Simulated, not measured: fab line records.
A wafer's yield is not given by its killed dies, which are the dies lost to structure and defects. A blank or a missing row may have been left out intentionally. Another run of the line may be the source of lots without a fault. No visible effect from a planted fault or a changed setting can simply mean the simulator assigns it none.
Problem report, 8D (eight disciplines) form, completed by code | flow n5-finfet | the parts of the form that need people (team, actions taken, sign-off) are left out

== 1. WHAT IS WRONG ==
N5_PASSIVATION_PROBE_49, killed_at_M4_up: mean 103 over 1 wafer from 1 lot; wafers with no fault: 14, standard deviation 5.2. Measured from the usual mean, that is +17 standard deviations.
Earliest sighting: wafer L601.4 on prober-01 at day 16 15:45. Wafers with a number at this step in the record: 29, from 10 lots. By rule, "out" or "out of limits" means more than 4 standard deviations away from the usual mean. Any other wafer with a number is counted as sound.

== 2. WHAT IT IS AND WHAT IT IS NOT ==
question                    | is                                                  | is not
which readings at this step | killed_at_M4_up, killed-on-rim, sort_bin_5_function | killed_at_M0_to_M3, killed-at-contacts, killed-at-front-end, killed-at-other, killed-open, killed-short, sort_bin_4_leakage, sort_bin_6_memory, sort_bin_8_speed
which lots                  | L601                                                | L591, L592, L594, L595, L596, L599, L610, L613, L614
which wafers of those lots  | L601.4                                              | L601.1, L601.6
read on which tools         | prober-01                                           | prober-02
when                        | from day 16 15:45                                   | up to then (19 sound wafers); but 9 sound wafers of L601, L610, L613, L614 came after

== 3. WHAT RULES OUT EACH SUSPECT ==
Counting: a tool at a process step up to the reading stays a suspect if it ran every lot that is out. Sound lots after the first of them don't rule it out here, since some wafers of a struck lot are sound.
- pvd-sputter-01 at N5_BEOL_M4_HM_DEP_02 (deposits TiN, target thk 20 nm): kept. It processed L601, the lot that is out, at day 11 11:08, and its most recent sound lot before then was L596 at day 9 11:31.
- rie-diel-04 at N5_PASSIVATION_DESCUM_46 (chemistry O2, time 7.9 s): kept. It processed L601, the lot that is out, at day 16 12:34, and its most recent sound lot before then was L599 at day 15 09:06.
- rie-diel-04 at N5_PASSIVATION_STRIP_48 (strips in O2): kept. It processed L601, the lot that is out, at day 16 13:07, and its most recent sound lot before then was L599 at day 15 09:40.
- prober-01 at N5_PASSIVATION_PROBE_49: kept. It processed L601, the lot that is out, at day 16 15:36, and its most recent sound lot before then was L596 at day 15 08:18. Out on those wafers are its own readings of killed_at_M4_up, killed-on-rim, sort_bin_5_function.
Left after counting: pvd-sputter-01 at N5_BEOL_M4_HM_DEP_02, rie-diel-04 at N5_PASSIVATION_DESCUM_46, rie-diel-04 at N5_PASSIVATION_STRIP_48, prober-01 at N5_PASSIVATION_PROBE_49.

== 4. THE CAUSE (what the simulator had put in) ==
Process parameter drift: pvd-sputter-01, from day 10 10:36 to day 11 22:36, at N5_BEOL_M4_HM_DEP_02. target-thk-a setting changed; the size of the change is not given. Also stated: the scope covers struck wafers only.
This tool is one of the 4 suspects left after counting.

== 5. THE EFFECT CHAIN, in route order ==
Each row: a reading where the mean over the struck wafers with a number is more than 3 standard deviations away from the usual. Readings are gone through only where the record gives a usual standard deviation; hours: the median, over the lots, of the time from a lot's start at the first step in this table giving one to that lot's start at this step; sigmas: the change measured in usual standard deviations.
hours | step                    | reading              | usual  | on struck wafers | change | sigmas
0     | N5_PASSIVATION_PROBE_49 | defect-limited-yield | 91.2 % | 85.7             | -5.5   | -3.7
0     | N5_PASSIVATION_PROBE_49 | killed_at_M4_up      | 14     | 103              | +89    | +17
0     | N5_PASSIVATION_PROBE_49 | killed-dies          | 104    | 169              | +65    | +3.6
0     | N5_PASSIVATION_PROBE_49 | killed-on-rim        | 14     | 61               | +47    | +11
0     | N5_PASSIVATION_PROBE_49 | sort_bin_5_function  | 5.2 %  | 10.9             | +5.7   | +5.7
0     | N5_PASSIVATION_PROBE_49 | sort-n-pass          | 1076   | 1011             | -65    | -3.6
0     | N5_PASSIVATION_PROBE_49 | sort-yield-pct       | 91.2 % | 85.7             | -5.5   | -3.7
It contains these process steps:
- N5_PASSIVATION_PROBE_49

== 6. HOW IT WOULD HAVE BEEN CAUGHT EARLIER ==
First out-of-limits reading in this record: day 16 15:45, which is 149 hours after fault onset at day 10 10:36.
An alarm limit of 4 standard deviations would not have fired on the tool readings at N5_BEOL_M4_HM_DEP_02 for which the record gives a usual standard deviation, since none of them was out on any struck wafer.
By day 16 15:45, every lot that is out (1) had started N5_BEOL_M4_HM_DEP_02 on pvd-sputter-01. A hold on the tool at that time would have spared none of them.
